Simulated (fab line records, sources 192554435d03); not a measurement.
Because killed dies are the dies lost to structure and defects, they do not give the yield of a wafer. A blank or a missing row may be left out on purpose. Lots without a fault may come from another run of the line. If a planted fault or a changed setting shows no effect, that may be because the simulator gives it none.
Split-lot experiment / flow n5-finfet / 7 lots, 21 wafers read, on a route of 1938 steps

THE SPLIT
At N5_BEOL_M7_PECVD_70 (deposits SiO2 from TEOS/O2, target thk 20 nm, time 22.7 s), the setting time-s was moved away from the recipe's 22.7 s on 3 of the 21 wafers read, by -11.6% to +9.2%. For the rest of the wafers, this setting stayed at what the recipe calls for.

The reading comes from the split's own step.

THE READING
SiO2_of_BEOL_M7_PECVD_70.thk-nm (the simulator's own value, which no gauge read), in nm, at N5_BEOL_M7_PECVD_70 (deposits SiO2 from TEOS/O2, target thk 20 nm, time 22.7 s). The file does not state a usual value for it. The 18 wafers here that ran the recipe average 20.1 nm, standard deviation 0.27 nm.

wafer=L074.3; tool, chamber at the split=pecvd-01, 2; time-s as run, s=22.7; against the recipe=recipe; SiO2_of_BEOL_M7_PECVD_70.thk-nm, nm=20; against lot-mates on the recipe=-
wafer=L074.6; tool, chamber at the split=pecvd-01, 2; time-s as run, s=22.7; against the recipe=recipe; SiO2_of_BEOL_M7_PECVD_70.thk-nm, nm=20; against lot-mates on the recipe=-
wafer=L074.5; tool, chamber at the split=pecvd-01, 0; time-s as run, s=20.06; against the recipe=-11.6%; SiO2_of_BEOL_M7_PECVD_70.thk-nm, nm=17.8; against lot-mates on the recipe=-2.2
wafer=L075.2; tool, chamber at the split=pecvd-03, 2,0; time-s as run, s=22.7; against the recipe=recipe; SiO2_of_BEOL_M7_PECVD_70.thk-nm, nm=20.2; against lot-mates on the recipe=-
wafer=L075.6; tool, chamber at the split=pecvd-03, 2,0; time-s as run, s=22.7; against the recipe=recipe; SiO2_of_BEOL_M7_PECVD_70.thk-nm, nm=20.2; against lot-mates on the recipe=-
wafer=L075.4; tool, chamber at the split=pecvd-03, 2; time-s as run, s=22.7; against the recipe=recipe; SiO2_of_BEOL_M7_PECVD_70.thk-nm, nm=20.4; against lot-mates on the recipe=-
wafer=L077.2; tool, chamber at the split=pecvd-03, 2; time-s as run, s=21.51; against the recipe=-5.2%; SiO2_of_BEOL_M7_PECVD_70.thk-nm, nm=19; against lot-mates on the recipe=-1.1
wafer=L077.3; tool, chamber at the split=pecvd-03, 0; time-s as run, s=22.7; against the recipe=recipe; SiO2_of_BEOL_M7_PECVD_70.thk-nm, nm=20; against lot-mates on the recipe=-
wafer=L077.4; tool, chamber at the split=pecvd-03, 2; time-s as run, s=22.7; against the recipe=recipe; SiO2_of_BEOL_M7_PECVD_70.thk-nm, nm=20.2; against lot-mates on the recipe=-
wafer=L079.1; tool, chamber at the split=pecvd-03, 1,0,1; time-s as run, s=22.7; against the recipe=recipe; SiO2_of_BEOL_M7_PECVD_70.thk-nm, nm=19.8; against lot-mates on the recipe=-
wafer=L079.2; tool, chamber at the split=pecvd-03, 1,0,1; time-s as run, s=22.7; against the recipe=recipe; SiO2_of_BEOL_M7_PECVD_70.thk-nm, nm=19.8; against lot-mates on the recipe=-
wafer=L079.6; tool, chamber at the split=pecvd-03, 1,0,1; time-s as run, s=22.7; against the recipe=recipe; SiO2_of_BEOL_M7_PECVD_70.thk-nm, nm=19.8; against lot-mates on the recipe=-
wafer=L085.2; tool, chamber at the split=pecvd-01, 0; time-s as run, s=22.7; against the recipe=recipe; SiO2_of_BEOL_M7_PECVD_70.thk-nm, nm=19.6; against lot-mates on the recipe=-
wafer=L085.5; tool, chamber at the split=pecvd-01, 1; time-s as run, s=22.7; against the recipe=recipe; SiO2_of_BEOL_M7_PECVD_70.thk-nm, nm=20.2; against lot-mates on the recipe=-
wafer=L085.6; tool, chamber at the split=pecvd-01, 0; time-s as run, s=22.7; against the recipe=recipe; SiO2_of_BEOL_M7_PECVD_70.thk-nm, nm=20; against lot-mates on the recipe=-
wafer=L089.1; tool, chamber at the split=pecvd-01, 2; time-s as run, s=22.7; against the recipe=recipe; SiO2_of_BEOL_M7_PECVD_70.thk-nm, nm=19.8; against lot-mates on the recipe=-
wafer=L089.3; tool, chamber at the split=pecvd-01, 0; time-s as run, s=24.79; against the recipe=+9.2%; SiO2_of_BEOL_M7_PECVD_70.thk-nm, nm=21.6; against lot-mates on the recipe=+1.6
wafer=L089.6; tool, chamber at the split=pecvd-01, 1; time-s as run, s=22.7; against the recipe=recipe; SiO2_of_BEOL_M7_PECVD_70.thk-nm, nm=20.2; against lot-mates on the recipe=-
wafer=L097.1; tool, chamber at the split=pecvd-03, 1; time-s as run, s=22.7; against the recipe=recipe; SiO2_of_BEOL_M7_PECVD_70.thk-nm, nm=20; against lot-mates on the recipe=-
wafer=L097.2; tool, chamber at the split=pecvd-03, 2; time-s as run, s=22.7; against the recipe=recipe; SiO2_of_BEOL_M7_PECVD_70.thk-nm, nm=20.2; against lot-mates on the recipe=-
wafer=L097.4; tool, chamber at the split=pecvd-03, 0; time-s as run, s=22.7; against the recipe=recipe; SiO2_of_BEOL_M7_PECVD_70.thk-nm, nm=20.8; against lot-mates on the recipe=-
The file does not say which wafer passed through which chamber wherever a row lists several chambers: such a row stands for several wafers.

FIT RESULTS
A straight line over all 21 wafers: SiO2_of_BEOL_M7_PECVD_70.thk-nm changes by +0.186 nm for each +1% of time-s; r = +0.93; the points scatter about the line by 0.26 nm.
The same after taking each lot's own level away (the mean of its wafers on the recipe; 21 wafers): +0.186 nm for each +1%; r = +0.96; scatter 0.19 nm.
The reading moves by 2.2 nm for the largest change in time-s, on that fit.
The span of the lots' own levels, 19.80 to 20.33 nm, comes to 2.0 times the standard deviation stated above.
Consequently the slope shifts little with the lot-to-lot level, the two slopes agreeing.
Check: with one of the wafers moved furthest among these (-11.6%) left out of the fit, the line predicts -2.14 nm for it against its lot-mates. Against them it came out at -2.2 nm.

ADDITIONAL SPLITS CARRIED BY THESE WAFERS
Other splits were also applied to these wafers ahead of the reading. Each is held against what the fit with the lots' levels taken away leaves over:
other split on the same wafers=N5_BEOL_M2_TRENCH_ETCH_37 time-s; wafers away from the commonest value=5; r with SiO2_of_BEOL_M7_PECVD_70.thk-nm (lot level and that fit taken away)=-0.05
other split on the same wafers=N5_BEOL_M3_TRENCH_ETCH_37 source-w; wafers away from the commonest value=7; r with SiO2_of_BEOL_M7_PECVD_70.thk-nm (lot level and that fit taken away)=-0.28
other split on the same wafers=N5_BEOL_M3_SPUTTER_90 time-s; wafers away from the commonest value=6; r with SiO2_of_BEOL_M7_PECVD_70.thk-nm (lot level and that fit taken away)=-0.06
other split on the same wafers=N5_BEOL_M5_COAT_59 spin-rpm; wafers away from the commonest value=4; r with SiO2_of_BEOL_M7_PECVD_70.thk-nm (lot level and that fit taken away)=-0.19
other split on the same wafers=N5_BEOL_M5_COAT_71 spin-rpm; wafers away from the commonest value=8; r with SiO2_of_BEOL_M7_PECVD_70.thk-nm (lot level and that fit taken away)=+0.13

THE FILE'S OWN FIT
SiO2_of_BEOL_M7_PECVD_70.thk-nm changes by +0.186 nm for each +1% of time-s, r = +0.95.
